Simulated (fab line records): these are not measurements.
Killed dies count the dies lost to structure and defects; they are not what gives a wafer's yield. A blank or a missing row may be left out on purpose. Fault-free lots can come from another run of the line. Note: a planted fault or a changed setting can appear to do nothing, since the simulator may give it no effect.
Chamber matching    flow n5_finfet    N5_FIN_SAQP_FIN_ETCH_36 on rie_si-06 has 4 sister chambers
The step etches the open film in HBr/Cl2/O2, target depth 120 nm, time 50.4 s. 4 wafers are shown with their chamber, then 11 later ones without.

WAFERS WITH THEIR CHAMBER
wafer   chamber  drypump_motor_current_A (A)
L086.3  1        4.9
L086.5  0        5.5
L086.6  3        5.3
L087.3  2        4.9

WAFERS MISSING THEIR CHAMBER
wafer   drypump_motor_current_A (A)
L087.4  5.2
L087.5  4.9
L088.1  4.9
L088.4  5.5
L088.5  4.9
L092.1  5.5
L092.2  4.9
L092.5  5.3
L094.1  4.8
L094.2  4.9
L094.4  5.3

CHAMBER TAKEN BY EACH
wafer   from the rows above      in truth
L087.4  3                        3
L087.5  can't be placed: 1 or 2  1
L088.1  can't be placed: 1 or 2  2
L088.4  0                        0
L088.5  can't be placed: 1 or 2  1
L092.1  0                        0
L092.2  can't be placed: 1 or 2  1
L092.5  3                        3
L094.1  can't be placed: 1 or 2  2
L094.2  can't be placed: 1 or 2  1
L094.4  3                        3
Correctly placed: 5 of 11. Cannot be placed on the basis of these rows: 6; the candidates contain the true chamber in 6. Wrongly placed: 0.
How it was worked out, from the rows above alone: a wafer's distance from a chamber is the root of the sum, over the readings, of the square of ((its reading less the chamber's mean) divided by the reading's scatter). The wafer belongs to the nearest chamber; if the next one is less than 2 further off, it can't be placed. A chamber's mean is the mean of its shown wafers. The scatter: root of mean squared gap, hidden wafer to nearest shown wafer, with one shown wafer a chamber.
